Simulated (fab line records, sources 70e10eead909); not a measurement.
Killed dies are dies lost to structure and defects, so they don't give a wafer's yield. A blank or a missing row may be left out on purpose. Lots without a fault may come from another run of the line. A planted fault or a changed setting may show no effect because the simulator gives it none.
A struck lot beside a sound one | flow nand_harc | 41 steps out of a route of 1159
Sound: wafers L400.1, L400.5, L400.6. Struck: wafers L388.1, L388.2, L388.6. The cause comes at the end.
At each step with rows: each side's tool, then ch and its chambers, then its first start. Under that, the readings that differ: sound wafers | struck wafers | difference of the means | sigmas: that difference in standard deviations of wafers without a fault.
alike: readings whose means differ by less than 2 such deviations, and words and numbers that are the same on both sides. not compared: withheld readings, readings that some wafer has no value for, bounds like >300 that may hide the same value, and numbers for which the record gives no deviation and whose values overlap.
The two part at a step that has a row with sigmas, a row that says differs or no value, or rows on one side only. Numbers that don't overlap but have no deviation are shown without sigmas and don't part them. A reading that every wafer of one side lacks parts them only if that side has two wafers or more.

first, 3 steps without rows for these wafers: NHARC_A_M1_EXPOSE_06 (exposes mask A M1, target cd 120 nm); NHARC_A_M1_PEB_07 (peb time 65 s); NHARC_A_M1_DEVELOP_08 (develop time 35 s).
NHARC_A_M1_CD_MEAS_09: target cd 120 nm.
  sound on cd_sem-02 ch 0, day 22 03:43; struck on cd_sem-02 ch 0, day 18 06:20
  alike: cd_nm
NHARC_A_M1_OVL_MEAS_10: pitch 240 nm.
  sound on overlay-02, day 22 03:48; struck on overlay-02, day 18 06:26
  alike: overlay_x_nm, overlay_y_nm
NHARC_A_M1_INSPECT_11:
  sound on defect_inspect-02, day 22 03:50; struck on defect_inspect-01, day 18 06:28
  alike: raw_defect_count
NHARC_A_M1_DESCUM_14: chemistry O2, time 3 s.
  sound on rie_diel-07 ch 2,3, day 22 03:54; struck on rie_diel-07 ch 0,1,3, day 18 06:33
  alike: drypump_motor_current_A, oes_product_au, rf_vpp_V, showerhead_plenum_p_Torr, throttle_valve_pct
  not compared: rf_hours_counter_h
then, 2 steps without rows for these wafers: NHARC_A_M1_ETCH_35 (etches the open film in N2/H2, target depth 40 nm, overetch 12 nm, time 43.94 s); NHARC_A_M1_ETCH_15 (etches the open film in C4F8/Ar, target depth 182.5 nm, time 91.2 s).
NHARC_A_M1_CD_MEAS_16:
  sound on cd_sem-03, day 22 04:12; struck on cd_sem-03, day 18 06:50
  alike: cd_nm
then, 2 steps without rows for these wafers: NHARC_A_M1_STRIP_18 (strips in N2/H2); NHARC_A_M1_ETCH_28 (etches the open film in CF4/N2, target depth 30 nm, time 72.99 s).
NHARC_A_M1_STRIP_19: strips in post etch residue remover, time 600 s.
  sound on wet_bench-08 ch 2,3,6, day 22 04:40; struck on wet_bench-10 ch 2,3,5, day 18 07:17
NHARC_A_M1_DEGAS_29: time 60 s.
  sound on pvd_sputter-03, day 22 04:56; struck on pvd_sputter-02, day 18 07:37
  alike: heater_power_w
then, 4 steps without rows for these wafers: NHARC_A_M1_PRE_CLEAN_30 (time 30 s); NHARC_A_M1_PVD_20 (deposits TaN, target thk 5 nm, time 8.06 s); NHARC_A_M1_PVD_21 (deposits Cu, target thk 30 nm, time 20.49 s); NHARC_A_M1_ECD_22 (material Cu, target thk 400 nm).
NHARC_A_M1_ANNEAL_31: time 90 s.
  sound on rtp_anneal-01 ch 0, day 22 05:41; struck on rtp_anneal-02 ch 0, day 18 08:21
  reading          | sound             | struck            | difference | sigmas
  wafer_temp_C_max | 225.8 225.5 225.4 | 226.2 227.0 226.8 | +1.1       | +2
then, 1 step without rows for these wafers: NHARC_A_M1_CMP_23 (polishes, t overpolish 20 s, target thk 154.34 nm).
NHARC_A_M1_THK_MEAS_24: measures by xrf.
  sound on film_metro-02, day 22 06:21; struck on film_metro-02, day 18 09:01
  alike: thk_nm
then, 1 step without rows for these wafers: NHARC_A_M1_SRD_25.
NHARC_A_M1_PRE_CLEAN_32: time 12 s.
  sound on pecvd-02 ch 1,2, day 22 06:38; struck on pecvd-03 ch 0,1,2, day 18 09:14
  alike: heater_power_w
NHARC_A_M1_DEP_33: deposits SiCN, target thk 30 nm.
  sound on pecvd-02 ch 1,2, day 22 06:43; struck on pecvd-03 ch 0,1,2, day 18 09:19
  alike: chamber_pressure_Torr, heater_power_w
then, 2 steps without rows for these wafers: NHARC_A_BONDPAD_DEP_00 (deposits SiCN, target thk 250 nm); NHARC_A_BONDPAD_CMP_29 (polishes SiCN, target thk 200 nm).
NHARC_A_BONDPAD_THK_MEAS_30: measures by ellipsometry.
  sound on film_metro-02, day 22 07:55; struck on film_metro-02, day 18 10:31
  alike: thk_nm
then, 10 steps without rows for these wafers: NHARC_A_BONDPAD_SRD_31; NHARC_A_BONDPAD_DEHYDRATE_01 (time 120 s); NHARC_A_BONDPAD_HMDS_02 (time 30 s); NHARC_A_BONDPAD_COAT_33 (time 65 s); NHARC_A_BONDPAD_COAT_03 (resist thk 600 nm); NHARC_A_BONDPAD_SOFTBAKE_04 (time 70 s); NHARC_A_BONDPAD_EBR_05; NHARC_A_BONDPAD_EXPOSE_06 (exposes mask A BPAD); NHARC_A_BONDPAD_PEB_07 (peb time 80 s); NHARC_A_BONDPAD_DEVELOP_08 (time 50 s).
NHARC_A_BONDPAD_CD_MEAS_09: target cd 500 nm.
  sound on cd_sem-03 ch 0, day 22 08:29; struck on cd_sem-01 ch 0, day 18 10:58
  reading    | sound             | struck            | difference | sigmas
  cd_nm (nm) | 500.4 503.6 501.4 | 497.6 495.8 497.5 | -4.8       | -2
NHARC_A_BONDPAD_OVL_MEAS_35:
  sound on overlay-02, day 22 08:35; struck on overlay-02, day 18 11:04
  reading           | sound | struck   | difference | sigmas
  overlay_y_nm (nm) | 7 7 8 | -6 -6 -6 | -13        | -2
  alike: overlay_x_nm
then, 1 step without rows for these wafers: NHARC_A_BONDPAD_HARDBAKE_10 (time 65 s).
NHARC_END_SORT_01:
  the record has rows for the struck wafers here (prober-01 ch 0, day 20 02:56) and none for the sound ones

WHERE THEY PART
First at NHARC_A_M1_ANNEAL_31; last, within this record, at NHARC_END_SORT_01.

WHY: what the simulator had put in
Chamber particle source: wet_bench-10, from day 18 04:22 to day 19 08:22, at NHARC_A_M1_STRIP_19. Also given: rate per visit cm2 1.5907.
